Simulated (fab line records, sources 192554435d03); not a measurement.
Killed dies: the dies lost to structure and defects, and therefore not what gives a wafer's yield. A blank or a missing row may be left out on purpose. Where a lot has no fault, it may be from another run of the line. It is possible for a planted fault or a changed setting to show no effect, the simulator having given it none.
Chamber matching + flow n5-finfet + 4 sister chambers for N5_HKMG_FIN_HK_ALD_01 on ald-hk-02
The step deposits HfO2, target thk 1.6 nm, pulse time 3 s, purge time 3 s. 8 wafers are shown with their chamber, then 10 later ones without.

## WAFERS WITH THEIR CHAMBER
| wafer  | chamber | precursor-pulse-height-rel |
|--------|---------|----------------------------|
| L077.1 | 3       | 0.964                      |
| L079.6 | 2       | 1.022                      |
| L080.2 | 0       | 1.032                      |
| L080.4 | 3       | 1.021                      |
| L084.5 | 2       | 1.023                      |
| L084.6 | 1       | 0.971                      |
| L086.1 | 0       | 0.986                      |
| L086.3 | 1       | 1.022                      |

## WAFERS MISSING THEIR CHAMBER
| wafer  | precursor-pulse-height-rel |
|--------|----------------------------|
| L086.4 | 0.985                      |
| L088.2 | 0.994                      |
| L088.5 | 1.014                      |
| L088.6 | 1.006                      |
| L090.1 | 1.003                      |
| L090.2 | 0.979                      |
| L090.3 | 1.001                      |
| L097.2 | 1.005                      |
| L097.3 | 0.994                      |
| L097.6 | 0.979                      |

## THE CHAMBER EACH PASSED THROUGH
| wafer  | from the rows above               | in truth |
|--------|-----------------------------------|----------|
| L086.4 | can't be placed: 3 or 1 or 0 or 2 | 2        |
| L088.2 | can't be placed: 3 or 1 or 0 or 2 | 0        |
| L088.5 | can't be placed: 0 or 2 or 1 or 3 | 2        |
| L088.6 | can't be placed: 0 or 1 or 3 or 2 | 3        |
| L090.1 | can't be placed: 0 or 1 or 3 or 2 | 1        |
| L090.2 | can't be placed: 3 or 1 or 0 or 2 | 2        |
| L090.3 | can't be placed: 1 or 0 or 3 or 2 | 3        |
| L097.2 | can't be placed: 0 or 1 or 3 or 2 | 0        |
| L097.3 | can't be placed: 3 or 1 or 0 or 2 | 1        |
| L097.6 | can't be placed: 3 or 1 or 0 or 2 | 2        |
Placed correctly: 0 of 10. Not placeable from these rows: 10 (in 10, the candidates include the true chamber). Number placed wrongly: 0.
How it was worked out, from the rows above alone: a wafer's distance from a chamber is the root of the sum, over the readings, of the square of ((its reading less the chamber's mean) divided by the reading's scatter). The wafer belongs to the nearest chamber; if the next one is less than 2 further off, it can't be placed. The mean given for a chamber averages the wafers shown for that chamber. The scatter: the root of (the sum of the squares of (reading less its chamber's mean) over the shown wafers, divided by (wafers less chambers)).
